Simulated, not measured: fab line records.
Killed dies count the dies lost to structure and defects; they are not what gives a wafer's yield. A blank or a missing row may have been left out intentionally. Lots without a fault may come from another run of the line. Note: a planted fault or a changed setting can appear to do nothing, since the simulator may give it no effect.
Chamber matching || flow nand_harc || pecvd-02 running NHARC_A_CONTACT_DEP_58: 3 sister chambers
The step deposits SiON, target thk 60 nm. 6 wafers are shown with their chamber, then 8 later ones without.

== WAFERS WITH THEIR CHAMBER ==
{"wafer": "L895.6", "chamber": 2, "heater_power_w (W)": 758, "rf_fwd_power_W (W)": 348.3}
{"wafer": "L896.3", "chamber": 1, "heater_power_w (W)": 823, "rf_fwd_power_W (W)": 348.5}
{"wafer": "L899.1", "chamber": 2, "heater_power_w (W)": 790, "rf_fwd_power_W (W)": 348.4}
{"wafer": "L899.2", "chamber": 0, "heater_power_w (W)": 986, "rf_fwd_power_W (W)": 347.9}
{"wafer": "L899.5", "chamber": 0, "heater_power_w (W)": 958, "rf_fwd_power_W (W)": 346.9}
{"wafer": "L901.1", "chamber": 1, "heater_power_w (W)": 710, "rf_fwd_power_W (W)": 348.8}

== WAFERS WHOSE CHAMBER IS MISSING ==
{"wafer": "L901.2", "heater_power_w (W)": 935, "rf_fwd_power_W (W)": 348.3}
{"wafer": "L901.4", "heater_power_w (W)": 746, "rf_fwd_power_W (W)": 349.5}
{"wafer": "L912.2", "heater_power_w (W)": 941, "rf_fwd_power_W (W)": 349.5}
{"wafer": "L912.3", "heater_power_w (W)": 889, "rf_fwd_power_W (W)": 349.7}
{"wafer": "L912.6", "heater_power_w (W)": 880, "rf_fwd_power_W (W)": 349.1}
{"wafer": "L915.2", "heater_power_w (W)": 773, "rf_fwd_power_W (W)": 350.5}
{"wafer": "L915.4", "heater_power_w (W)": 971, "rf_fwd_power_W (W)": 349.0}
{"wafer": "L915.6", "heater_power_w (W)": 761, "rf_fwd_power_W (W)": 347.8}

== WHICH CHAMBER EACH WENT THROUGH ==
{"wafer": "L901.2", "from the rows above": "can't be placed: 0 or 2 or 1", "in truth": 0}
{"wafer": "L901.4", "from the rows above": "can't be placed: 1 or 2", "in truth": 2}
{"wafer": "L912.2", "from the rows above": "can't be placed: 1 or 2 or 0", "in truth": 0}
{"wafer": "L912.3", "from the rows above": "can't be placed: 1 or 2", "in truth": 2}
{"wafer": "L912.6", "from the rows above": "can't be placed: 1 or 2 or 0", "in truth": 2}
{"wafer": "L915.2", "from the rows above": "can't be placed: 1 or 2", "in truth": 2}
{"wafer": "L915.4", "from the rows above": "can't be placed: 0 or 1 or 2", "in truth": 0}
{"wafer": "L915.6", "from the rows above": "can't be placed: 2 or 1", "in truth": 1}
0 of 8 placed correctly. These rows do not allow placing 8 (true chamber among the candidates in 8). Wrongly placed: 0.
How it was worked out, from the rows above alone: a wafer's distance from a chamber is the root of the sum, over the readings, of the square of ((its reading less the chamber's mean) divided by the reading's scatter). The wafer belongs to the nearest chamber; if the next one is less than 2 further off, it can't be placed. A chamber's mean is the mean of its shown wafers. The scatter: the root of (the sum of the squares of (reading less its chamber's mean) over the shown wafers, divided by (wafers less chambers)).
